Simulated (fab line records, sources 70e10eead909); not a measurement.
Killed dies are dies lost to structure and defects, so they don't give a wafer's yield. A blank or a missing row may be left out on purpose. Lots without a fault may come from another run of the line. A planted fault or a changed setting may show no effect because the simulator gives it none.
Chamber matching | flow nand_harc | NHARC_THIN_TSV_ETCH_15 on rie_si-04: 4 sister chambers
The step target depth 3000 nm, bosch target overetch cycles 2, bosch etch step 2.8 s. 4 wafers are shown with their chamber, then 11 later ones without.

WAFERS WITH THEIR CHAMBER
wafer  | chamber | drypump_motor_current_A (A)
L080.6 | 3       | 5.4
L081.2 | 0       | 5.4
L081.3 | 2       | 5.8
L089.2 | 1       | 6.5

WAFERS WITHOUT THEIR CHAMBER
wafer  | drypump_motor_current_A (A)
L089.4 | 5.8
L089.5 | 5.4
L085.1 | 5.4
L085.2 | 5.4
L085.6 | 5.4
L091.4 | 5.4
L091.5 | 6.4
L091.6 | 5.4
L090.1 | 5.4
L090.2 | 6.5
L090.6 | 5.4

WHICH CHAMBER EACH WENT THROUGH
wafer  | from the rows above     | in truth
L089.4 | 2                       | 2
L089.5 | can't be placed: 0 or 3 | 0
L085.1 | can't be placed: 0 or 3 | 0
L085.2 | can't be placed: 0 or 3 | 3
L085.6 | can't be placed: 0 or 3 | 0
L091.4 | can't be placed: 0 or 3 | 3
L091.5 | 1                       | 1
L091.6 | can't be placed: 0 or 3 | 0
L090.1 | can't be placed: 0 or 3 | 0
L090.2 | 1                       | 1
L090.6 | can't be placed: 0 or 3 | 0
Placed correctly: 3 of 11. Can't be placed from these rows: 8 (the true chamber is among the candidates in 8). Placed wrongly: 0.
How it was worked out, from the rows above alone: a wafer's distance from a chamber is the root of the sum, over the readings, of the square of ((its reading less the chamber's mean) divided by the reading's scatter). The wafer belongs to the nearest chamber; if the next one is less than 2 further off, it can't be placed. A chamber's mean is the mean of its shown wafers. The scatter: with one shown wafer a chamber, the root of the mean of the squares of how far each hidden wafer lies from its nearest shown one.
